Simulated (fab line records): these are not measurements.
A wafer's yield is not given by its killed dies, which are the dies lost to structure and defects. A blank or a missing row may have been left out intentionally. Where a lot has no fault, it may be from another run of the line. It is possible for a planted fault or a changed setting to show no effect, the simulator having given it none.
fab line records	flow n5_finfet
record lots=11	wafers=33	last_day=17
route steps=1938 shown BEOL_M2@859 PASSIVATION@1936
lots untouched by any fault: they come from a run of this same line in which no faults occurred
start_h: the number of hours between the record's first day and the start of the first shown wafer of the lot	wait_h: hours elapsed since this lot's preceding step	" repeats the value in the row above	L1.1+2: several wafers, shown together as one row	- no value, or no start given	* or withheld: withheld	< > ~ a bound
route shown NAME@n: a module of which the file shows steps, and the number in the route of the first	usual: average and standard deviation across the fault-free wafers	same: alike in all rows	chamber/n: place in a boat	sites: per-site readings	_std_site: their standard deviation	_edge_site: inner sites' mean taken away from outer sites' mean	radius_mm: how far each site lies from the wafer's centre	mask NAME#n: copy n	behind: tool/chamber where the wafer was last shaped	hold: reason for holding the lot/hours on hold/outcome of the hold	device: the n, p or np transistor that did not switch	end of line: at the end of the route, the tests of the same wafers	where a step has no rows: the recipe by itself	killed: dies lost to structure and defects at the first sort, not the wafer's yield	map: shows each die of a wafer: x if killed, . if not, _ if none is there
set.NAME: the setting as run; set.NAME@STEP: as run at that earlier step	model.NAME: the simulator's own value behind a step, which no gauge read
the route's steps for a sample of lots (tables are steps, rows are wafers)
services: from which hour (start_h, from the record's first day; less than 0 if before it) a tool's chamber was out of use, for how many hours, and why
## steps
# step N5_BEOL_M2_ETCH_63
# recipe chemistry=CF4	target=SiARC	target_depth_a=156	mask_material=CAR-EUV	time_s=26	ion_energy_ev=80	pressure_mtorr=40	source_w=545	bias_w=36	Ar_flow_sccm=100	cf4_flow_sccm=100	ends=cleared
# usual drypump_motor_current_A=5.6/0.36	etch_rf_on_time_s=26.2/0.74	oes_product_au=0.66/0.069	rf_vpp_V=184.2/0.99	showerhead_plenum_p_Torr=2.15/0.062	throttle_valve_pct=15.57/0.26
lot.wafer	tool	chamber	start_h	wait_h	drypump_motor_current_A	etch_rf_on_time_s	oes_product_au	rf_hours_counter_h	rf_vpp_V	showerhead_plenum_p_Torr	throttle_valve_pct
L840.3	rie_diel-01	2	140.72	0.0	5.7	25.6	0.60	236	184.0	2.10	16.05
L840.5	"	0	"	"	5.9	26.1	0.82	-	184.8	2.11	15.37
L840.6	"	3	"	"	5.6	25.7	0.61	-	183.8	2.14	15.95
L843.3	rie_diel-03	1	169.55	0.0	5.6	25.9	0.73	55	184.3	2.16	15.35
L843.4	"	3	"	"	5.7	24.9	0.69	109	181.6	2.07	15.22
L843.6	"	3	"	"	5.6	25.3	0.69	-	183.0	2.07	15.22
L844.2	rie_diel-01	1	172.33	0.0	5.8	26.5	0.59	202	182.2	2.13	15.39
L844.3	"	2	"	"	5.7	25.1	0.61	248	184.8	2.10	16.07
L844.4	"	3	"	"	5.5	25.7	0.60	216	183.4	2.13	15.99
L845.2	rie_diel-01	2	173.15	0.0	5.7	25.4	0.60	249	183.7	2.10	16.08
L845.4	"	3	"	"	5.6	25.5	0.61	216	185.2	2.13	15.97
L845.6	"	2	"	"	5.7	25.1	0.60	-	182.8	2.10	16.07
L846.1	rie_diel-03	3	176.78	0.0	5.7	24.9	0.70	112	183.5	2.06	15.22
L846.4	"	2	"	"	5.0	26.3	0.63	178	184.7	2.14	15.52
L846.6	"	2	"	"	5.0	26.1	0.64	-	183.4	2.14	15.52
L847.2	rie_diel-03	1	183.63	0.0	5.6	25.9	0.72	61	184.8	2.16	15.36
L847.5	"	0	"	"	5.9	26.7	0.63	-	184.7	2.23	15.54
L847.6	"	3	"	"	5.7	25.1	0.70	-	183.9	2.06	15.26
L848.3	rie_diel-03	1	186.70	0.0	5.7	26.2	0.72	63	184.1	2.16	15.38
L848.4	"	3	"	"	5.7	25.2	0.69	116	181.7	2.06	15.23
L848.5	"	3	"	"	5.6	25.3	0.70	-	183.9	2.06	15.21
L852.1	rie_diel-05	1	212.25	0.0	5.6	26.8	0.62	202	184.8	2.19	15.64
L852.5	"	2	"	"	5.2	27.2	0.60	-	185.8	2.21	16.00
L852.6	"	1	"	"	5.6	26.8	0.62	-	184.0	2.19	15.62
L858.1	rie_diel-03	0	251.40	0.0	5.9	27.1	0.62	206	185.4	2.22	15.59
L858.2	"	1	"	"	5.6	26.3	0.70	88	184.7	2.15	15.44
L858.5	"	1	"	"	5.7	26.3	0.70	-	183.3	2.15	15.41
L860.1	rie_diel-03	3	266.62	0.0	5.7	25.5	0.66	147	183.8	2.05	15.29
L860.3	"	2	"	"	5.0	26.9	0.60	211	182.8	2.13	15.56
L860.4	"	1	"	"	5.7	26.6	0.68	93	182.9	2.15	15.42
L862.2	rie_diel-03	0	275.60	0.0	5.9	27.1	0.61	214	185.5	2.22	15.61
L862.4	"	2	"	"	5.0	26.8	0.60	214	185.6	2.12	15.58
L862.5	"	0	"	"	5.9	27.1	0.61	-	183.7	2.22	15.61
# step N5_BEOL_M2_ETCH_64
# recipe chemistry=N2/H2	target=SOC	target_depth_a=750	overetch_a=225	mask_material=SiARC	temp_c=40	time_s=121.9	ion_energy_ev=200	pressure_mtorr=30	source_w=840	bias_w=150	n2_flow_sccm=200	h2_flow_sccm=200
# usual drypump_motor_current_A=5.6/0.36	oes_product_au=0.59/0.057	rf_vpp_V=524.3/2.3	showerhead_plenum_p_Torr=2.56/0.069	throttle_valve_pct=17.78/0.28
lot.wafer	tool	chamber	start_h	wait_h	drypump_motor_current_A	oes_product_au	rf_hours_counter_h	rf_vpp_V	showerhead_plenum_p_Torr	throttle_valve_pct
L840.3	rie_diel-01	2	140.75	0.0	5.7	0.53	236	521.9	2.51	18.30
L840.5	"	0	"	"	5.9	0.74	-	523.2	2.52	17.74
L840.6	"	3	"	"	5.6	0.54	-	521.9	2.52	18.10
L843.3	rie_diel-03	1	169.58	0.0	5.7	0.64	55	526.6	2.59	17.70
L843.4	"	3	"	"	5.7	0.62	109	520.6	2.47	17.49
L843.6	"	3	"	"	5.7	0.61	-	521.5	2.47	17.48
L844.2	rie_diel-01	1	172.36	0.0	5.8	0.54	202	523.5	2.52	17.46
L844.3	"	2	"	"	5.7	0.53	248	523.0	2.50	18.31
L844.4	"	3	"	"	5.6	0.53	216	522.1	2.51	18.11
L845.2	rie_diel-01	2	173.18	0.0	5.7	0.53	249	521.9	2.50	18.30
L845.4	"	3	"	"	5.6	0.54	216	524.6	2.51	18.12
L845.6	"	2	"	"	5.7	0.53	-	522.4	2.50	18.30
L846.1	rie_diel-03	3	176.80	0.0	5.7	0.60	112	521.8	2.47	17.49
L846.4	"	2	"	"	5.0	0.57	178	523.6	2.55	17.73
L846.6	"	2	"	"	5.0	0.56	-	523.8	2.55	17.74
L847.2	rie_diel-03	1	183.66	0.0	5.7	0.64	61	524.1	2.58	17.72
L847.5	"	0	"	"	5.9	0.57	-	525.8	2.64	17.63
L847.6	"	3	"	"	5.6	0.61	-	521.1	2.46	17.50
L848.3	rie_diel-03	1	186.73	0.0	5.7	0.64	63	525.3	2.58	17.72
L848.4	"	3	"	"	5.7	0.61	116	520.2	2.46	17.49
L848.5	"	3	"	"	5.7	0.61	-	520.7	2.46	17.49
L852.1	rie_diel-05	1	212.28	0.0	5.6	0.56	202	525.5	2.60	17.69
L852.5	"	2	"	"	5.2	0.54	-	525.6	2.64	18.33
L852.6	"	1	"	"	5.6	0.57	-	526.1	2.60	17.69
L858.1	rie_diel-03	0	251.42	0.0	5.9	0.56	206	525.1	2.63	17.68
L858.2	"	1	"	"	5.7	0.62	88	524.6	2.57	17.76
L858.5	"	1	"	"	5.7	0.62	-	521.6	2.57	17.76
L860.1	rie_diel-03	3	266.65	0.0	5.7	0.58	147	521.0	2.45	17.57
L860.3	"	2	"	"	5.0	0.55	211	523.0	2.53	17.80
L860.4	"	1	"	"	5.6	0.61	93	524.5	2.57	17.76
L862.2	rie_diel-03	0	275.63	0.0	5.9	0.55	214	526.4	2.62	17.67
L862.4	"	2	"	"	5.0	0.55	214	523.8	2.53	17.83
L862.5	"	0	"	"	5.9	0.54	-	526.6	2.62	17.69
# step N5_BEOL_M2_EXPOSE_25
# recipe mask_id=V1	na=0.33	source_shape=quasar	sigma_inner=0.2	sigma_outer=0.8	polarization=unpolarized	defocus_nm=5	dose_mj=63
# usual exposure_dose_mJ_cm2=62.96/0.08
# same sigma_inner=0.2
lot.wafer	tool	chamber	start_h	wait_h	mask	exposure_dose_mJ_cm2
L840.3	euv_scanner-01	0	141.42	-	V1#0	63.01
L840.5	"	0	"	"	V1#0	62.96
L840.6	"	0	"	"	V1#0	62.96
L843.3	euv_scanner-02	0	170.23	-	V1#0	62.98
L843.4	"	0	"	"	V1#0	63.02
L843.6	"	0	"	"	V1#0	62.91
L844.2	euv_scanner-01	0	173.18	-	V1#0	62.99
L844.3	"	0	"	"	V1#0	63.01
L844.4	"	0	"	"	V1#0	62.94
L845.2	euv_scanner-01	0	173.78	-	V1#0	62.93
L845.4	"	0	"	"	V1#0	63.01
L845.6	"	0	"	"	V1#0	63.02
L846.1	euv_scanner-01	0	177.37	-	V1#0	68.64
L846.4	"	0	"	"	V1#0	68.75
L846.6	"	0	"	"	V1#0	68.65
L847.2	euv_scanner-01	0	184.31	-	V1#0	67.43
L847.5	"	0	"	"	V1#0	67.54
L847.6	"	0	"	"	V1#0	67.61
L848.3	euv_scanner-02	0	187.40	-	V1#0	62.90
L848.4	"	0	"	"	V1#0	62.96
L848.5	"	0	"	"	V1#0	62.89
L852.1	euv_scanner-02	0	212.93	-	V1#0	62.87
L852.5	"	0	"	"	V1#0	62.90
L852.6	"	0	"	"	V1#0	62.88
L858.1	euv_scanner-02	0	252.08	-	V1#0	62.92
L858.2	"	0	"	"	V1#0	62.78
L858.5	"	0	"	"	V1#0	62.80
L860.1	euv_scanner-02	0	267.65	-	V1#0	62.98
L860.3	"	0	"	"	V1#0	62.92
L860.4	"	0	"	"	V1#0	62.94
L862.2	euv_scanner-02	0	276.35	-	V1#0	62.90
L862.4	"	0	"	"	V1#0	62.96
L862.5	"	0	"	"	V1#0	62.93
# step N5_BEOL_M2_CD_MEAS_28
# recipe target_cd_nm=26.2	landing_energy_ev=500	detector=se_inlens	target_cd_y_nm=24.1	polarity=opening
# usual cd_nm=26.23/0.25
lot.wafer	tool	chamber	start_h	wait_h	cd_nm
L840.3	cd_sem-02	0	141.55	-	25.95
L840.5	"	0	"	"	26.03
L840.6	"	0	"	"	25.94
L843.3	cd_sem-03	0	170.36	-	25.88
L843.4	"	0	"	"	26.70
L843.6	"	0	"	"	26.30
L844.2	cd_sem-02	0	173.31	-	26.35
L844.3	"	0	"	"	26.53
L844.4	"	0	"	"	26.37
L845.2	cd_sem-01	0	173.92	-	26.71
L845.4	"	0	"	"	26.11
L845.6	"	0	"	"	26.29
L846.1	cd_sem-03	0	177.51	-	26.95
L846.4	"	0	"	"	27.40
L846.6	"	0	"	"	27.74
L847.2	cd_sem-02	0	184.45	-	27.47
L847.5	"	0	"	"	27.55
L847.6	"	0	"	"	27.43
L848.3	cd_sem-01	0	187.53	-	26.11
L848.4	"	0	"	"	26.01
L848.5	"	0	"	"	25.63
L852.1	cd_sem-02	0	213.08	-	26.34
L852.5	"	0	"	"	26.42
L852.6	"	0	"	"	26.21
L858.1	cd_sem-02	0	252.22	-	26.56
L858.2	"	0	"	"	26.23
L858.5	"	0	"	"	26.21
L860.1	cd_sem-02	0	267.80	-	25.68
L860.3	"	0	"	"	26.11
L860.4	"	0	"	"	26.09
L862.2	cd_sem-03	0	276.48	-	26.36
L862.4	"	0	"	"	25.78
L862.5	"	0	"	"	26.37
# step N5_BEOL_M2_ETCH_77
# recipe chemistry=N2/H2	target=underlayer	target_depth_a=65	mask_material=CAR-EUV	time_s=5.2	ion_energy_ev=200	pressure_mtorr=30	source_w=840	bias_w=150	n2_flow_sccm=200	h2_flow_sccm=200	ends=cleared
# usual drypump_motor_current_A=5.6/0.34	etch_rf_on_time_s=5.20/0.15	oes_product_au=0.66/0.076	rf_vpp_V=524.6/2.5	showerhead_plenum_p_Torr=2.57/0.068	throttle_valve_pct=17.9/0.3
lot.wafer	tool	chamber	start_h	wait_h	drypump_motor_current_A	etch_rf_on_time_s	oes_product_au	rf_hours_counter_h	rf_vpp_V	showerhead_plenum_p_Torr	throttle_valve_pct
L840.3	rie_diel-01	3	141.70	0.0	5.6	5.10	0.60	203	523.3	2.52	18.1
L840.5	"	3	"	"	5.5	5.12	0.60	-	522.2	2.52	18.1
L840.6	"	2	"	"	5.7	5.03	0.61	-	522.0	2.51	18.3
L843.3	rie_diel-03	1	171.45	0.0	5.6	5.21	0.73	56	523.7	2.58	17.8
L843.4	"	0	"	"	5.9	5.36	0.63	174	525.2	2.64	17.7
L843.6	"	3	"	"	5.7	5.00	0.70	-	521.8	2.47	17.5
L844.2	rie_diel-01	3	173.48	0.0	5.6	5.19	0.61	216	524.6	2.51	18.1
L844.3	"	0	"	"	5.9	5.35	0.78	14	523.6	2.51	17.8
L844.4	"	2	"	"	5.7	5.11	0.59	249	524.7	2.50	18.4
L845.2	rie_diel-03	1	174.10	0.0	5.7	5.17	0.72	57	524.2	2.58	17.8
L845.4	"	2	"	"	5.0	5.26	0.63	177	522.7	2.55	17.8
L845.6	"	0	"	"	5.9	5.45	0.62	-	528.3	2.64	17.7
L846.1	rie_diel-01	1	177.68	0.0	5.8	5.25	0.60	205	520.3	2.51	17.5
L846.4	"	0	"	"	5.9	5.19	0.77	-	524.2	2.51	17.8
L846.6	"	3	"	"	5.5	5.15	0.60	-	522.6	2.51	18.2
L847.2	rie_diel-03	1	185.40	0.0	5.7	5.13	0.72	62	525.8	2.58	17.7
L847.5	"	1	"	"	5.6	5.19	0.72	-	524.6	2.58	17.8
L847.6	"	2	"	"	5.0	5.26	0.64	-	523.4	2.55	17.8
L848.3	rie_diel-03	3	187.93	0.0	5.7	5.09	0.69	116	522.0	2.46	17.5
L848.4	"	0	"	"	5.9	5.43	0.62	181	526.7	2.64	17.7
L848.5	"	2	"	"	5.0	5.30	0.63	-	524.0	2.55	17.8
L852.1	rie_diel-01	1	213.24	0.0	5.8	5.30	0.59	216	523.7	2.51	17.5
L852.5	"	1	"	"	5.8	5.30	0.58	-	522.8	2.51	17.5
L852.6	"	3	"	"	5.6	5.20	0.60	-	524.1	2.51	18.2
L858.1	rie_diel-05	2	252.38	0.0	5.2	5.41	0.58	239	524.9	2.63	18.4
L858.2	"	0	"	"	5.4	5.10	0.63	212	526.9	2.62	18.3
L858.5	"	0	"	"	5.5	5.04	0.63	-	528.2	2.63	18.3
L860.1	rie_diel-03	1	267.95	0.0	5.7	5.17	0.68	94	525.6	2.57	17.8
L860.3	"	2	"	"	5.0	5.31	0.61	211	524.2	2.53	17.8
L860.4	"	0	"	"	5.9	5.35	0.61	212	526.3	2.62	17.7
L862.2	rie_diel-05	2	276.64	0.0	5.2	5.40	0.58	248	526.0	2.63	18.4
L862.4	"	3	"	"	6.5	4.96	0.80	24	530.9	2.69	17.5
L862.5	"	1	"	"	5.6	5.36	0.61	-	525.5	2.59	17.8
# step N5_PASSIVATION_PROBE_49
# usual defect_limited_yield=90.9/1.6	killed_at_M0_to_M3=34/11	killed_at_M4_up=14/5.7	killed_at_contacts=13/6.5	killed_at_front_end=43/11	killed_at_other=4/3.1	killed_dies=107/19	killed_open=71/14	killed_short=35/7.9	sort_bin_5_function=5.3/1.1	sort_bin_6_memory=3.4/0.74	sort_bin_8_speed=0.00/0.014	sort_n_pass=1073/19
# same gross_dies=1180	killed_at_back_side=0	sort_bin_4_leakage[%]=0
lot.wafer	tool	chamber	start_h	wait_h	defect_limited_yield[%]	killed_at_M0_to_M3	killed_at_M4_up	killed_at_contacts	killed_at_front_end	killed_at_other	killed_dies	killed_open	killed_short	sort_bin_5_function[%]	sort_bin_6_memory[%]	sort_bin_8_speed[%]	sort_n_pass
L840.3	prober-02	-	292.12	0.1	90.1	38	17	9	51	2	117	71	45	6.2	3.4	0	1063
L840.5	prober-02	-	292.22	0.2	91.2	48	13	6	29	8	104	62	42	4.7	3.8	0	1076
L840.6	prober-02	-	292.27	0.3	92.2	37	11	6	36	2	92	67	24	4.7	3.0	0	1088
L843.3	prober-02	-	310.36	0.1	89.7	39	9	12	60	1	121	81	39	6.0	3.6	0	1059
L843.4	prober-02	-	310.41	0.2	90.5	32	19	13	46	2	112	76	35	4.8	4.4	0	1068
L843.6	prober-02	-	310.51	0.3	91.4	26	5	14	46	11	102	65	30	4.4	3.8	0	1078
L844.2	prober-02	-	312.28	0.1	92.3	44	7	17	21	2	91	59	31	4.2	3.4	0	1089
L844.3	prober-02	-	312.33	0.1	92.2	27	6	19	39	1	92	55	36	4.8	2.4	0	1088
L844.4	prober-02	-	312.38	0.2	90.3	44	11	22	35	2	114	71	41	4.9	4.3	0	1066
L845.2	prober-01	-	314.95	0.1	91.2	28	14	17	43	2	104	65	39	5.7	3.0	0	1076
L845.4	prober-01	-	315.05	0.2	88.6	34	19	29	51	2	135	89	39	6.5	4.3	0	1045
L845.6	prober-01	-	315.15	0.3	92.3	26	15	13	36	1	91	59	32	4.4	2.8	0	1089
L848.3	prober-01	-	331.86	0.1	92.2	27	24	9	30	2	92	73	19	4.3	3.5	0	1088
L848.4	prober-01	-	331.91	0.2	93.8	17	14	7	34	1	73	45	28	3.9	2.1	0	1107
L848.5	prober-01	-	331.96	0.2	91.8	31	20	23	20	3	97	64	33	4.7	3.1	0	1083
L852.1	prober-02	-	349.92	0.0	86.6	66	17	19	51	5	158	107	50	8.7	4.2	0	1022
L852.5	prober-02	-	350.12	0.2	92.2	29	12	12	38	1	92	69	22	3.8	3.6	0	1088
L852.6	prober-02	-	350.17	0.3	89.7	39	12	18	51	2	122	81	40	5.7	4.2	0	1058
L858.1	prober-02	-	375.33	0.0	90.9	53	14	4	34	2	107	78	29	4.3	4.3	0	1073
L858.2	prober-02	-	375.38	0.1	90.3	52	14	10	38	1	115	70	40	6.6	2.5	0	1065
L858.5	prober-02	-	375.53	0.2	92.7	31	12	10	29	4	86	52	28	3.6	3.1	0	1094
L860.1	prober-01	-	407.05	0.0	91.6	26	13	8	41	11	99	58	34	5.4	2.5	0	1081
L860.3	prober-01	-	407.15	0.1	92.1	37	10	15	23	8	93	58	33	4.1	3.3	0	1087
L860.4	prober-01	-	407.20	0.2	91.9	30	9	5	46	5	95	66	28	5.1	2.7	0	1085
L862.2	prober-01	-	411.43	0.1	93.1	11	13	9	37	12	82	56	26	4.2	2.6	0	1098
L862.4	prober-01	-	411.53	0.2	93.4	18	14	2	36	8	78	51	25	3.5	2.7	0.17	1102
L862.5	prober-01	-	411.58	0.2	93.1	19	12	2	34	14	81	51	30	3.8	2.8	0	1099
# killed by level:class
L840.3 FIN_SAQP:geometric_particle:short=20 FIN_SAQP:geometric_particle:open=13 BEOL_M0_SAQP:geometric_particle:short=12 BEOL_M0_SAQP:geometric_particle:open=10 MOL_CONTACT_COAG:geometric_particle:open=7 DUMMY_GATE:geometric_particle:open=6 BEOL_M1:geometric_particle:open=6 STI_FIN_REVEAL:geometric_particle:open=5
L840.5 BEOL_M0_SAQP:geometric_particle:open=17 BEOL_M0_SAQP:geometric_particle:short=13 BEOL_M1:geometric_particle:open=9 MOL_CONTACT_COAG:geometric_particle:open=6 GATE_CUT:geometric_particle:short=5 BEOL_M4:geometric_particle:open=5 FIN_SAQP:geometric_particle:open=4 GATE_CUT:geometric_particle:open=4
L840.6 FIN_SAQP:geometric_particle:open=13 BEOL_M0_SAQP:geometric_particle:short=11 BEOL_M0_SAQP:geometric_particle:open=11 MOL_CONTACT_COAG:geometric_particle:open=5 BEOL_M2:geometric_particle:open=5 STARTING-WAFER:geometric_particle:open=5 FIN_SAQP:geometric_particle:short=4 BEOL_M1:geometric_particle:open=4
L843.3 FIN_SAQP:geometric_particle:short=12 BEOL_M0_SAQP:geometric_particle:open=12 BEOL_M1:geometric_particle:open=12 FIN_SAQP:geometric_particle:open=11 STI_FIN_REVEAL:geometric_particle:open=11 MOL_CONTACT_COAG:geometric_particle:open=9 GATE_CUT:geometric_particle:short=8 GATE_CUT:geometric_particle:open=5
L843.4 STI_FIN_REVEAL:geometric_particle:open=13 MOL_CONTACT_COAG:geometric_particle:open=11 FIN_SAQP:geometric_particle:open=8 FIN_SAQP:geometric_particle:short=8 BEOL_M4:geometric_particle:open=8 BEOL_M0_SAQP:geometric_particle:open=6 ILD0:geometric_particle:short=5 BEOL_M1:geometric_particle:short=5
L843.6 FIN_SAQP:geometric_particle:open=17 BEOL_M0_SAQP:geometric_particle:open=10 STI_FIN_REVEAL:geometric_particle:open=9 MOL_CONTACT_COAG:geometric_particle:open=8 FIN_SAQP:geometric_particle:short=7 BEOL_M3:geometric_particle:open=6 PASSIVATION:area_etch=6 MOL_CONTACT_COAG:geometric_particle:short=5
L844.2 MOL_CONTACT_COAG:geometric_particle:open=12 BEOL_M1:geometric_particle:short=9 BEOL_M0_SAQP:geometric_particle:open=9 BEOL_M3:geometric_particle:open=9 BEOL_M0_SAQP:geometric_particle:short=7 STARTING-WAFER:geometric_particle:open=6 MOL_CONTACT_COAG:geometric_particle:short=5 BEOL_M2:geometric_particle:open=5
L844.3 MOL_CONTACT_COAG:geometric_particle:open=16 BEOL_M0_SAQP:geometric_particle:short=13 STI_FIN_REVEAL:geometric_particle:open=9 BEOL_M0_SAQP:geometric_particle:open=8 FIN_SAQP:geometric_particle:open=7 GATE_CUT:geometric_particle:short=6 FIN_SAQP:geometric_particle:short=4 BEOL_M4:geometric_particle:open=4
L844.4 MOL_CONTACT_COAG:geometric_particle:open=18 BEOL_M0_SAQP:geometric_particle:open=17 BEOL_M0_SAQP:geometric_particle:short=12 STI_FIN_REVEAL:geometric_particle:open=9 FIN_SAQP:geometric_particle:short=6 FIN_SAQP:geometric_particle:open=4 BEOL_M1:geometric_particle:short=4 BEOL_M5:geometric_particle:open=4
L845.2 MOL_CONTACT_COAG:geometric_particle:open=12 BEOL_M2:geometric_particle:open=8 STI_FIN_REVEAL:geometric_particle:open=7 FIN_SAQP:geometric_particle:open=6 FIN_SAQP:geometric_particle:short=5 MOL_CONTACT_COAG:geometric_particle:short=5 GATE_CUT:geometric_particle:short=5 BEOL_M3:geometric_particle:open=5
L845.4 MOL_CONTACT_COAG:geometric_particle:open=26 BEOL_M0_SAQP:geometric_particle:short=9 STI_FIN_REVEAL:geometric_particle:open=8 BEOL_M0_SAQP:geometric_particle:open=8 FIN_SAQP:geometric_particle:short=7 BEOL_M2:geometric_particle:open=7 GATE_CUT:geometric_particle:short=6 HKMG_FIN:area_etch=6
L845.6 MOL_CONTACT_COAG:geometric_particle:open=10 STI_FIN_REVEAL:geometric_particle:open=9 BEOL_M0_SAQP:geometric_particle:short=9 GATE_CUT:geometric_particle:short=8 BEOL_M4:geometric_particle:open=7 DUMMY_GATE:geometric_particle:open=4 BEOL_M0_SAQP:geometric_particle:open=4 BEOL_M1:geometric_particle:open=4
L848.3 STI_FIN_REVEAL:geometric_particle:open=9 DUMMY_GATE:geometric_particle:open=8 MOL_CONTACT_COAG:geometric_particle:open=8 BEOL_M2:geometric_particle:open=8 BEOL_M3:geometric_particle:open=6 BEOL_M5:geometric_particle:open=5 BEOL_M0_SAQP:geometric_particle:open=4 BEOL_M4:geometric_particle:open=4
L848.4 MOL_CONTACT_COAG:geometric_particle:open=7 DUMMY_GATE:geometric_particle:open=6 BEOL_M4:geometric_particle:open=6 BEOL_M2:geometric_particle:open=5 FIN_SAQP:geometric_particle:short=5 BEOL_M0_SAQP:geometric_particle:short=5 STI_FIN_REVEAL:geometric_particle:open=4 FIN_SAQP:geometric_particle:open=3
L848.5 MOL_CONTACT_COAG:geometric_particle:open=19 BEOL_M4:geometric_particle:open=16 BEOL_M0_SAQP:geometric_particle:short=15 STI_FIN_REVEAL:geometric_particle:open=7 BEOL_M0_SAQP:geometric_particle:open=6 MOL_CONTACT_COAG:geometric_particle:short=4 STI_FIN_REVEAL:geometric_particle:short=3 BEOL_M3:geometric_particle:open=3
L852.1 BEOL_M0_SAQP:geometric_particle:short=21 STI_FIN_REVEAL:geometric_particle:open=19 BEOL_M0_SAQP:geometric_particle:open=19 MOL_CONTACT_COAG:geometric_particle:open=15 BEOL_M4:geometric_particle:open=14 BEOL_M3:geometric_particle:open=10 DUMMY_GATE:geometric_particle:open=8 FIN_SAQP:geometric_particle:open=7
L852.5 STI_FIN_REVEAL:geometric_particle:open=11 MOL_CONTACT_COAG:geometric_particle:open=10 FIN_SAQP:geometric_particle:open=9 BEOL_M3:geometric_particle:open=8 BEOL_M1:geometric_particle:open=6 GATE_CUT:geometric_particle:short=4 GATE_CUT:geometric_particle:open=4 BEOL_M0_SAQP:geometric_particle:short=4
L852.6 MOL_CONTACT_COAG:geometric_particle:open=17 STI_FIN_REVEAL:geometric_particle:open=13 BEOL_M0_SAQP:geometric_particle:open=12 FIN_SAQP:geometric_particle:short=9 BEOL_M0_SAQP:geometric_particle:short=8 GATE_CUT:geometric_particle:short=7 BEOL_M2:geometric_particle:open=7 BEOL_M0:geometric_particle:open=5
L858.1 FIN_SAQP:geometric_particle:open=13 BEOL_M0_SAQP:geometric_particle:open=13 BEOL_M1:geometric_particle:open=12 BEOL_M0_SAQP:geometric_particle:short=8 BEOL_M3:geometric_particle:open=8 STI_FIN_REVEAL:geometric_particle:open=5 BEOL_M0:geometric_particle:open=4 DUMMY_GATE:geometric_particle:open=3
L858.2 BEOL_M3:geometric_particle:open=11 BEOL_M1:geometric_particle:open=10 MOL_CONTACT_COAG:geometric_particle:open=9 BEOL_M0_SAQP:geometric_particle:short=8 GATE_CUT:geometric_particle:short=7 BEOL_M0_SAQP:geometric_particle:open=6 BEOL_M4:geometric_particle:open=5 BEOL_M6:geometric_particle:open=5
L858.5 BEOL_M0_SAQP:geometric_particle:short=9 MOL_CONTACT_COAG:geometric_particle:open=8 BEOL_M0_SAQP:geometric_particle:open=7 STI_FIN_REVEAL:geometric_particle:open=5 HKMG_FIN:area_etch=5 DUMMY_GATE:geometric_particle:open=4 GATE_CUT:geometric_particle:short=4 BEOL_M1:geometric_particle:open=4
L860.1 STI_FIN_REVEAL:geometric_particle:open=9 BEOL_M0_SAQP:geometric_particle:open=8 FIN_SAQP:geometric_particle:open=7 MOL_CONTACT_COAG:geometric_particle:open=7 FIN_SAQP:geometric_particle:short=6 DUMMY_GATE:geometric_particle:open=5 BEOL_M0_SAQP:geometric_particle:short=5 BEOL_M0:geometric_particle:short=5
L860.3 BEOL_M0_SAQP:geometric_particle:short=14 MOL_CONTACT_COAG:geometric_particle:open=13 BEOL_M0_SAQP:geometric_particle:open=11 BEOL_M10:geometric_particle:open=5 MIM_TOP_ETCH:geometric_particle:open=5 STI_FIN_REVEAL:geometric_particle:open=4 GATE_CUT:geometric_particle:open=4 BEOL_M1:geometric_particle:short=4
L860.4 FIN_SAQP:geometric_particle:short=11 FIN_SAQP:geometric_particle:open=10 BEOL_M0_SAQP:geometric_particle:open=7 STI_FIN_REVEAL:geometric_particle:open=6 BEOL_M1:geometric_particle:open=6 BEOL_M3:geometric_particle:open=5 GATE_CUT:geometric_particle:open=4 GATE_CUT:geometric_particle:short=4
L862.2 MOL_CONTACT_COAG:geometric_particle:open=9 FIN_SAQP:geometric_particle:open=7 STI_FIN_REVEAL:geometric_particle:open=6 DUMMY_GATE:geometric_particle:open=5 PASS1_CAP:geometric_particle:short=5 FIN_SAQP:geometric_particle:short=4 PASS1_CAP:geometric_particle:open=4 STARTING-WAFER:geometric_particle:short=4
L862.4 FIN_SAQP:geometric_particle:open=8 GATE_CUT:geometric_particle:open=5 BEOL_M2:geometric_particle:open=5 STI_FIN_REVEAL:geometric_particle:open=4 GATE_CUT:geometric_particle:short=4 BEOL_M0_SAQP:geometric_particle:short=4 BEOL_M0_SAQP:geometric_particle:open=4 FIN_SAQP:geometric_particle:short=3
L862.5 BEOL_M2:geometric_particle:open=10 DUMMY_GATE:geometric_particle:open=7 PASS1_CAP:geometric_particle:short=7 ILD0:geometric_particle:open=5 PASS1_CAP:geometric_particle:open=5 FIN_SAQP:geometric_particle:short=4 GATE_CUT:geometric_particle:short=4 STI_FIN_REVEAL:geometric_particle:open=3
## services
tool	chamber	start_h	hours	kind
rie_diel-01	0	120.89	-	clean
rie_diel-01	0	120.89	-	consumable_replace:focus_ring
rie_diel-01	0	120.89	14.7	scheduled_down
rie_diel-03	-	128.92	2.1	repair
euv_scanner-01	-	137.47	1.0	pm
rie_diel-05	2	141.89	14.4	repair
rie_diel-05	0	157.23	1.9	repair
rie_diel-03	1	159.93	2.5	repair
rie_diel-05	-	161.75	14.6	pm
euv_scanner-02	-	164.51	1.0	pm
rie_diel-03	-	170.76	0.3	repair
euv_scanner-02	-	172.56	6.2	pm
rie_diel-01	-	179.88	15.6	pm
euv_scanner-01	-	187.76	0.5	repair
euv_scanner-02	-	188.31	12.0	pm
rie_diel-01	-	198.29	0.4	repair
euv_scanner-01	-	200.35	1.0	pm
euv_scanner-02	-	220.66	1.0	pm
euv_scanner-02	-	226.33	4.6	pm
euv_scanner-02	-	231.72	0.3	repair
rie_diel-01	0	243.88	4.7	repair
euv_scanner-01	-	249.77	1.0	pm
rie_diel-01	-	251.62	1.0	repair
euv_scanner-02	-	258.53	2.5	repair
## key
first_sign step=N5_BEOL_M2_EXPOSE_25	reading=exposure_dose_mJ_cm2	direction=up	sigmas=64	usual=62.96	struck=68.10
effect step=N5_BEOL_M2_CD_MEAS_28	reading=cd_nm	direction=up	sigmas=4.8	usual=26.23	struck=27.42	through=control_loop
met_at N5_BEOL_M2_EXPOSE_25
struck_lots L846,L847
rows_end L846.1,L846.4,L846.6,L847.2,L847.5,L847.6
loop_trim step=N5_BEOL_M2_EXPOSE_25	setting=dose	lots=L847
not_acting_at N5_BEOL_M2_ETCH_63,N5_BEOL_M2_ETCH_64,N5_BEOL_M2_ETCH_77
onset_between 173.78 177.37
fault kind=process_parameter_drift	tool=euv_scanner-01	chamber=-	onset_h=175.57	steps=N5_BEOL_M2_EXPOSE_25	channel=dose_mj	offset=5.7175	shape=step	acts_in=these_recipes_only	stated=63
# rows_end: these wafers met a further fault down the route, and their rows from its step on are left out
# loop_trim: a control loop set the setting to another value than it would have without faults
